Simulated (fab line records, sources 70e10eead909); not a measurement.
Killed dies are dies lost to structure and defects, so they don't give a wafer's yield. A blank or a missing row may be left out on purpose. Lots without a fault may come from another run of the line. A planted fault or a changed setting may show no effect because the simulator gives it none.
A struck lot beside a sound one | flow nand_harc | 14 steps out of a route of 1302
Sound: wafers L185.2, L185.3, L185.5. Struck: wafers L194.3, L194.5, L194.6. The cause comes at the end.
At each step with rows: each side's tool, then ch and its chambers, then its first start. Under that, the readings that differ: sound wafers | struck wafers | difference of the means | sigmas: that difference in standard deviations of wafers without a fault.
alike: readings whose means differ by less than 2 such deviations, and words and numbers that are the same on both sides. not compared: withheld readings, readings that some wafer has no value for, bounds like >300 that may hide the same value, and numbers for which the record gives no deviation and whose values overlap.
The two part at a step that has a row with sigmas, a row that says differs or no value, or rows on one side only. Numbers that don't overlap but have no deviation are shown without sigmas and don't part them. A reading that every wafer of one side lacks parts them only if that side has two wafers or more.

first, 1 step without rows for these wafers: NHARC_A_M0_SRD_25.
NHARC_A_M0_INSPECT_27:
  sound on defect_inspect-01, day 23 07:50; struck on defect_inspect-02, day 26 12:38
  alike: raw_defect_count
NHARC_A_M0_PRE_CLEAN_31: time 12 s.
  sound on pecvd-02 ch 0,2, day 23 07:53; struck on pecvd-01 ch 0,1,2, day 26 12:42
  alike: heater_power_w
NHARC_A_M0_DEP_32: deposits SiCN, target thk 30 nm.
  sound on pecvd-02 ch 0,2, day 23 07:58; struck on pecvd-01 ch 0,1,2, day 26 12:47
  alike: heater_power_w
then, 7 steps without rows for these wafers: NHARC_A_M1_DEP_00 (deposits SiOC, target thk 182.5 nm); NHARC_A_M1_DEHYDRATE_01 (time 120 s); NHARC_A_M1_HMDS_02 (time 30 s); NHARC_A_M1_COAT_34 (time 65 s); NHARC_A_M1_COAT_03 (resist thk 90 nm); NHARC_A_M1_SOFTBAKE_04 (time 55 s); NHARC_A_M1_EBR_05.
NHARC_A_M1_EXPOSE_06: exposes mask A M1, target cd 120 nm.
  sound on arfi_scanner-03 ch 0, day 23 09:05; struck on arfi_scanner-03 ch 0, day 26 13:46
  reading                      | sound                   | struck               | difference | sigmas
  model.A_M1.overlay_x_nm (nm) | -0.3347 -0.3347 -0.3347 | 0.9411 0.9411 0.9411 | +1.2758    |
  alike: mask, reticle_temp_C
then, 2 steps without rows for these wafers: NHARC_A_M1_PEB_07 (peb time 65 s); NHARC_END_SORT_01.

WHERE THEY PART
Nowhere in this record.

WHY: what the simulator had put in
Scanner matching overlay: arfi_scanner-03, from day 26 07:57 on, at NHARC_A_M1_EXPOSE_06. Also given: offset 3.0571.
